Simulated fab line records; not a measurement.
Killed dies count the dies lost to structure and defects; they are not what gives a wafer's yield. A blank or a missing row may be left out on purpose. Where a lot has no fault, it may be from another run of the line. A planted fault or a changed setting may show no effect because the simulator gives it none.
Split-lot study | flow n5Finfet | 21 wafers read from 7 lots, route of 1938 steps

SPLIT DETAILS
At N5_BEOL_M4_COAT_67 (time 60 s, resist thk 60 nm), the setting spinRpm was moved away from the recipe's 1500 rpm on 7 of the 21 wafers read, by -3.1% to +8.1%. The other wafers ran this setting at the recipe's value.

FROM THE SPLIT TO THE READING: what the file shows between them, 8 steps
- N5_BEOL_M4_COAT_22: resist thk 30 nm (also split here: spinRpm)
- N5_BEOL_M4_EBR_24
- N5_BEOL_M4_SOFTBAKE_23: time 60 s
- N5_BEOL_M4_EXPOSE_25: exposes mask V3, defocus 5 nm
- N5_BEOL_M4_PEB_26: peb time 60 s
- N5_BEOL_M4_DEVELOP_27: develop time 30 s
- N5_BEOL_M4_ALD_98: deposits SiO2, target thk 2.5 nm, pulse time 1 s, co reactant pulse time 1 s
- N5_BEOL_M4_ETCHBACK_99: etches SiO2 in CHF3, target depth 5 nm, time 10.4 s

THE READING
etch.depthNm (the simulator's own value, which no gauge read), in nm, at N5_BEOL_M4_ETCH_70 (etches SOC in N2/H2, target depth 80 nm, overetch 24 nm, time 130 s). The file gives no usual value for it. The 14 wafers here that ran the recipe average 60.01 nm, standard deviation 0.12 nm.

wafer  | tool, chamber at the split | spinRpm as run, rpm | against the recipe | etch.depthNm, nm | against lot-mates on the recipe
L075.1 | lithoTrack-05, 0           | 1500                | recipe             | 59.99            | -
L075.2 | lithoTrack-05, 0           | 1500                | recipe             | 59.91            | -
L075.3 | lithoTrack-05, 0           | 1500                | recipe             | 60.1             | -
L076.3 | lithoTrack-05, 0           | 1548                | +3.2%              | 59.17            | -0.93
L076.4 | lithoTrack-05, 0           | 1548                | +3.2%              | 59.03            | -1.07
L076.6 | lithoTrack-05, 0           | 1500                | recipe             | 60.1             | -
L081.1 | lithoTrack-01, 0           | 1622                | +8.1%              | 57.43            | -2.52
L081.2 | lithoTrack-01, 0           | 1500                | recipe             | 60.01            | -
L081.3 | lithoTrack-01, 0           | 1500                | recipe             | 59.88            | -
L083.1 | lithoTrack-02, 0           | 1500                | recipe             | 60.14            | -
L083.2 | lithoTrack-02, 0           | 1453                | -3.1%              | 61.05            | +0.89
L083.3 | lithoTrack-02, 0           | 1500                | recipe             | 60.18            | -
L086.3 | lithoTrack-02, 0           | 1500                | recipe             | 59.88            | -
L086.4 | lithoTrack-02, 0           | 1615                | +7.7%              | 58.07            | -1.81
L086.6 | lithoTrack-02, 0           | 1615                | +7.7%              | 57.82            | -2.06
L089.1 | lithoTrack-01, 0           | 1612                | +7.5%              | 57.75            | -2.34
L089.3 | lithoTrack-01, 0           | 1500                | recipe             | 60.18            | -
L089.4 | lithoTrack-01, 0           | 1500                | recipe             | 60               | -
L090.4 | lithoTrack-05, 0           | 1500                | recipe             | 59.81            | -
L090.5 | lithoTrack-05, 0           | 1500                | recipe             | 59.89            | -
L090.6 | lithoTrack-05, 0           | 1500                | recipe             | 60.12            | -

FIT RESULTS
A straight line over all 21 wafers: etch.depthNm changes by -0.293 nm for each +1% of spinRpm; r = -0.99; the points scatter about the line by 0.14 nm.
The same after taking each lot's own level away (the mean of its wafers on the recipe; 21 wafers): -0.284 nm for each +1%; r = -0.99; scatter 0.14 nm.
On that fit, the largest move of spinRpm shifts the reading by 2.3 nm.
The span of the lots' own levels, 59.880 to 60.160 nm, comes to 2.3 times the standard deviation stated above.
Hence the lot-to-lot level has little effect on the slope; both slopes agree.
Check: for one of the wafers moved furthest among these (+8.1%), held out of the fit, the line's prediction against its lot-mates is -2.25 nm. It came out at -2.52 nm against them.

OTHER SPLITS ON THESE WAFERS
Other splits were also applied to these wafers ahead of the reading. Each is held against what the fit with the lots' levels taken away leaves over:
other split on the same wafers   | wafers away from the commonest value | r with etch.depthNm (lot level and that fit taken away)
N5_BEOL_M0_CUTY_EXPOSE_54 doseMj | 6                                    | -0.22
N5_BEOL_M0_ETCH_109 biasW        | 8                                    | -0.04
N5_BEOL_M1_CMP_52 downForcePsi   | 6                                    | -0.17
N5_BEOL_M2_COAT_61 spinRpm       | 7                                    | +0.05
N5_BEOL_M2_COAT_62 spinRpm       | 6                                    | -0.58
N5_BEOL_M2_SPUTTER_86 timeS      | 8                                    | -0.10
N5_BEOL_M3_EXPOSE_25 doseMj      | 6                                    | -0.16
N5_BEOL_M4_COAT_22 spinRpm       | 6                                    | +0.10

THE WHOLE CHAIN: every reading that the file lists as answering this split, in the file's order
step               | what it does                                                        | reading                                                                       | change (the file's fit)               | r (the file's)
N5_BEOL_M4_COAT_67 | time 60 s, resist thk 60 nm                                         | SOC_of_BEOL_M4_COAT_67.thkNm (the simulator's own value, which no gauge read) | -0.286 nm for each +1% of the setting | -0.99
N5_BEOL_M4_ETCH_70 | etches SOC in N2/H2, target depth 80 nm, overetch 24 nm, time 130 s | etch.depthNm (the simulator's own value, which no gauge read)                 | -0.293 nm for each +1% of the setting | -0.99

THE FILE'S OWN FIT
etch.depthNm changes by -0.293 nm for each +1% of spinRpm, r = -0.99.
